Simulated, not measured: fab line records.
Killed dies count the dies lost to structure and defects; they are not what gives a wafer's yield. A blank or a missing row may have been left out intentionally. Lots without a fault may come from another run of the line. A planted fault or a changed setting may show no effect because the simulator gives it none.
What tool caused it? | flow n5 finfet | at 1 step of a route of 1938, 9 lots with 26 wafers sampled

== WHAT THE GAUGES READ, wafer by wafer ==
N5_BEOL_M3_OVL_MEAS_29.
lot  | measured     | on         | V2_OVL (nm)
L590 | day 7 19:47  | overlay-02 | -1.3 -0.5 -0.8
L589 | day 7 21:57  | overlay-02 | -0.3 -0.7 -0.4
L592 | day 8 11:37  | overlay-02 | 0.0 -0.8 -0.7
L596 | day 9 18:55  | overlay-02 | -0.8 -0.9 -1.2
L597 | day 10 13:08 | overlay-01 | -0.7 -0.9 -1.7
L603 | day 11 23:18 | overlay-01 | -0.7 0.6
L606 | day 12 16:54 | overlay-02 | 0.4 0.0 -0.5
L608 | day 13 08:34 | overlay-01 | -0.3 -0.2 0.3
L609 | day 13 15:14 | overlay-01 | -0.7 -0.5 -1.5

== WHICH TOOL RAN EACH LOT (tool, then ch and the chambers of the sampled wafers, then the start) ==
There is no process step in the record ahead of these readings.

== THE ANSWER, worked out from the rows above alone ==
Rule: the usual values come from the lots themselves. Put in order of their means at a reading, lots are off if they are a third of the lots or fewer, leave a main group of 4 or more, and stand apart from it by a gap of 3 or more times the standard deviation of the main group's means; of several such gaps the widest counts. The tables above print the reading to a certain number of digits; a main group whose means all agree to those digits is not used. A lot without any number at a reading at which 4 lots or more have one is off too. All remaining lots with rows at the step are treated as sound.
Across all readings shown, no lot is off: no conclusion can be drawn from this.

== WHAT THE SIMULATOR HAD INSERTED ==
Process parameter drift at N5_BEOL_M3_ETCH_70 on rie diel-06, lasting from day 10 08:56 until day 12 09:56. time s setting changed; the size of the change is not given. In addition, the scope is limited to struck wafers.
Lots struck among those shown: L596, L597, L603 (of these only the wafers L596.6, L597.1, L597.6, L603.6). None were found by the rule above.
